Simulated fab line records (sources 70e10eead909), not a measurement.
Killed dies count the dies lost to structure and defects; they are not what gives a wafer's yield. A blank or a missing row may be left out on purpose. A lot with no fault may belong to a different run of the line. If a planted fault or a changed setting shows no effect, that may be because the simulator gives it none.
Comparing a struck lot with a sound one || flow nand-harc || 14 out of 1159 route steps
Sound: these wafers, L469.2, L469.3, L469.5. Struck: wafers L462.2, L462.6. (L462.3 of the same lot was not struck and is left out.) The cause comes at the end.
Per side, at each step with rows, come the tool, then ch with its chambers, and then its first start. Under that, the readings that differ: sound wafers || struck wafers || difference of the means || sigmas: that difference in standard deviations of wafers without a fault.
alike: a reading whose means differ by less than 2 such deviations, as well as words and numbers matching on both sides. not compared: withheld readings; readings where some wafer has no value; bounds like >300 that might hide an equal value; numbers whose values overlap and for which the record gives no deviation.
The two part at a step that has a row with sigmas, a row that says differs or no value, or rows on one side only. Non-overlapping numbers with no deviation appear without sigmas and do not part them. Lack of a reading on every wafer of one side parts them only where that side has two or more wafers.

first, 7 steps without rows for these wafers: NHARC_A_SLIT_HMDS_02 (time 30 s); NHARC_A_SLIT_COAT_03 (resist thk 90 nm); NHARC_A_SLIT_SOFTBAKE_04 (time 55 s); NHARC_A_SLIT_EBR_05; NHARC_A_SLIT_EXPOSE_06 (exposes mask SLIT); NHARC_A_SLIT_PEB_07 (peb time 65 s); NHARC_A_SLIT_DEVELOP_08 (develop time 35 s).
NHARC_A_SLIT_CD_MEAS_09: target cd 300 nm.
  sound on cd-sem-03 ch 0, day 18 01:38; struck on cd-sem-01 ch 0, day 16 14:24
  alike: cd-nm
NHARC_A_SLIT_OVL_MEAS_10:
  sound: overlay-02 at day 18 01:43; struck: overlay-02 at day 16 14:29
  alike: overlay-x-nm, overlay-y-nm
NHARC_A_SLIT_INSPECT_11:
  sound: defect-inspect-01 at day 18 01:46; struck: defect-inspect-02 at day 16 14:31
  alike: raw-defect-count
NHARC_A_SLIT_DESCUM_14: chemistry O2, time 3 s.
  sound on rie-diel-01 ch 0,2,3, day 18 01:50; struck on rie-diel-06 ch 0,3, day 16 14:35
  alike: chamber-pressure-mTorr, drypump-motor-current-A, oes-product-au, rf-vpp-V, showerhead-plenum-p-Torr, throttle-valve-pct
  not compared: rf-hours-counter-h
NHARC_A_SLIT_ETCH_24: etches the open film in CF4/CHF3, target depth 121 nm, time 60.5 s.
  sound on rie-diel-01 ch 0,2, day 18 01:55; struck on rie-diel-06 ch 1,3, day 16 14:40
{"reading": "run-length-s (s)", "sound": "82.4 82.3 82.4", "struck": "81.2 81.8", "difference": -0.9, "sigmas": -2}
  alike: chamber-pressure-mTorr, chf3-flow-sccm, drypump-motor-current-A, oes-product-au, rf-vpp-V, showerhead-plenum-p-Torr, throttle-valve-pct
  not compared: rf-hours-counter-h
NHARC_A_SLIT_ETCH_15: etches the open film in O2/COS, target depth 3200 nm, time 832 s.
  sound on rie-diel-01 ch 1,2,3, day 18 02:03; struck on rie-diel-06 ch 2,3, day 16 14:52
{"reading": "run-length-s (s)", "sound": "853.7 852.9 853.5", "struck": "608.8 609.4", "difference": -244.3, "sigmas": "-99 or more"}
{"reading": "model.A_SLIT.cd-offset-nm (nm)", "sound": "0.006078 -1.272 -0.1689", "struck": "-3.131 -2.21", "difference": -2.192, "sigmas": ""}
  alike: chamber-pressure-mTorr, drypump-motor-current-A, oes-product-au, rf-vpp-V, showerhead-plenum-p-Torr, throttle-valve-pct
  not compared: rf-hours-counter-h
NHARC_A_SLIT_ETCH_17: etches the open film in C4F8/O2/Ar, time 1687.5 s, target depth 10100 nm.
  sound on har-etch-02 ch 0,1, day 18 02:50; struck on har-etch-02 ch 0, day 16 18:29
  alike: chamber-pressure-mTorr, drypump-motor-current-A, he-backside-leak-sccm, run-length-s, showerhead-plenum-p-Torr, throttle-valve-pct
  not compared: rf-hours-counter-h

WHERE THEY PART
Earliest at NHARC_A_SLIT_ETCH_24; latest, in this record, at NHARC_A_SLIT_ETCH_15. Later steps at which nothing parts them and some readings are alike: NHARC_A_SLIT_ETCH_17.

WHY: what the simulator had put in
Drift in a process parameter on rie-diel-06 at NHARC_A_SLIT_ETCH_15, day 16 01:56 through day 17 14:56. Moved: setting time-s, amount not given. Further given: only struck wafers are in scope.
